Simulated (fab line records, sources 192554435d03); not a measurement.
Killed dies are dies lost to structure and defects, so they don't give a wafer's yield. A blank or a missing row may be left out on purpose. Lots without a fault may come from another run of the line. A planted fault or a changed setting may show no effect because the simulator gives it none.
Split-lot experiment | flow n5_finfet | 7 lots, 21 wafers read, on a route of 1938 steps

THE SPLIT
At N5_BEOL_M6_HM_DEP_02 (deposits TiN, target thk 20 nm), the setting target_thk_a was moved away from the recipe's 200 angstrom on 11 of the 21 wafers read, by -12.2% to +9.3%. The other wafers ran this setting at the recipe's value.

The reading is taken at the split's own step.

THE READING
TiN_of_BEOL_M6_HM_DEP_02.thk_nm (the simulator's own value, which no gauge read), in nm, at N5_BEOL_M6_HM_DEP_02 (deposits TiN, target thk 20 nm). The file gives no usual value for it. The 10 wafers here that ran the recipe average 20.0 nm, standard deviation 0.27 nm.

wafer  | tool, chamber at the split | target_thk_a as run, angstrom | against the recipe | TiN_of_BEOL_M6_HM_DEP_02.thk_nm, nm | against lot-mates on the recipe
L076.1 | pvd_sputter-02, -          | 200                           | recipe             | 20                                  | -
L076.2 | pvd_sputter-02, -          | 200                           | recipe             | 20                                  | -
L076.4 | pvd_sputter-02, -          | 200                           | recipe             | 20                                  | -
L078.2 | pvd_sputter-03, -          | 200                           | recipe             | 20.2                                | -
L078.3 | pvd_sputter-03, -          | 200                           | recipe             | 19.6                                | -
L078.5 | pvd_sputter-03, -          | 200                           | recipe             | 19.6                                | -
L085.4 | pvd_sputter-02, -          | 200                           | recipe             | 20                                  | -
L085.5 | pvd_sputter-02, -          | 217.8                         | +8.9%              | 21.6                                | +1.6
L085.6 | pvd_sputter-02, -          | 217.8                         | +8.9%              | 21.6                                | +1.6
L086.1 | pvd_sputter-01, -          | 179.4                         | -10.3%             | 18                                  | no lot-mate on the recipe
L086.3 | pvd_sputter-01, -          | 179.4                         | -10.3%             | 18                                  | no lot-mate on the recipe
L086.6 | pvd_sputter-01, -          | 179.4                         | -10.3%             | 18.4                                | no lot-mate on the recipe
L092.1 | pvd_sputter-01, -          | 175.6                         | -12.2%             | 17.6                                | no lot-mate on the recipe
L092.2 | pvd_sputter-01, -          | 175.6                         | -12.2%             | 17                                  | no lot-mate on the recipe
L092.5 | pvd_sputter-01, -          | 175.6                         | -12.2%             | 17.2                                | no lot-mate on the recipe
L093.2 | pvd_sputter-01, -          | 178.5                         | -10.8%             | 18                                  | -2.6
L093.4 | pvd_sputter-01, -          | 178.5                         | -10.8%             | 18.2                                | -2.4
L093.6 | pvd_sputter-01, -          | 200                           | recipe             | 20.6                                | -
L096.2 | pvd_sputter-02, -          | 218.7                         | +9.3%              | 22                                  | +2.1
L096.3 | pvd_sputter-02, -          | 200                           | recipe             | 19.8                                | -
L096.4 | pvd_sputter-02, -          | 200                           | recipe             | 20                                  | -

THE FIT
A straight line over all 21 wafers: TiN_of_BEOL_M6_HM_DEP_02.thk_nm changes by +0.197 nm for each +1% of target_thk_a; r = +0.98; the points scatter about the line by 0.29 nm.
The same after taking each lot's own level away (the mean of its wafers on the recipe; 15 wafers): +0.214 nm for each +1%; r = +0.99; scatter 0.2 nm.
On that fit, the largest move of target_thk_a shifts the reading by 2.6 nm.
The lots' own levels span 19.80 to 20.60 nm, that is 2.9 times the standard deviation above.
So the lot-to-lot level changes the slope little: the two slopes agree.
Check: with one of the wafers moved furthest among these (-10.8%) left out of the fit, the line predicts -2.25 nm for it against its lot-mates. It came out at -2.6 nm against them.

OTHER SPLITS ON THESE WAFERS
These wafers also went through other splits before the reading. Each is held against what the fit with the lots' levels taken away leaves over:
other split on the same wafers | wafers away from the commonest value | r with TiN_of_BEOL_M6_HM_DEP_02.thk_nm (lot level and that fit taken away)
N5_BEOL_M2_ILD_DEP_00 time_s   | 7                                    | -0.11
N5_BEOL_M2_COAT_73 spin_rpm    | 6                                    | -0.22
N5_BEOL_M2_ETCH_69 bias_w      | 8                                    | -0.17
N5_BEOL_M3_VIA_ETCH_34 bias_w  | 7                                    | +0.13
N5_BEOL_M4_DESCUM_16 time_s    | 6                                    | -0.13
N5_BEOL_M5_VIA_ETCH_34 bias_w  | 6                                    | +0.07

THE FILE'S OWN FIT
TiN_of_BEOL_M6_HM_DEP_02.thk_nm changes by +0.215 nm for each +1% of target_thk_a, r = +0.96.
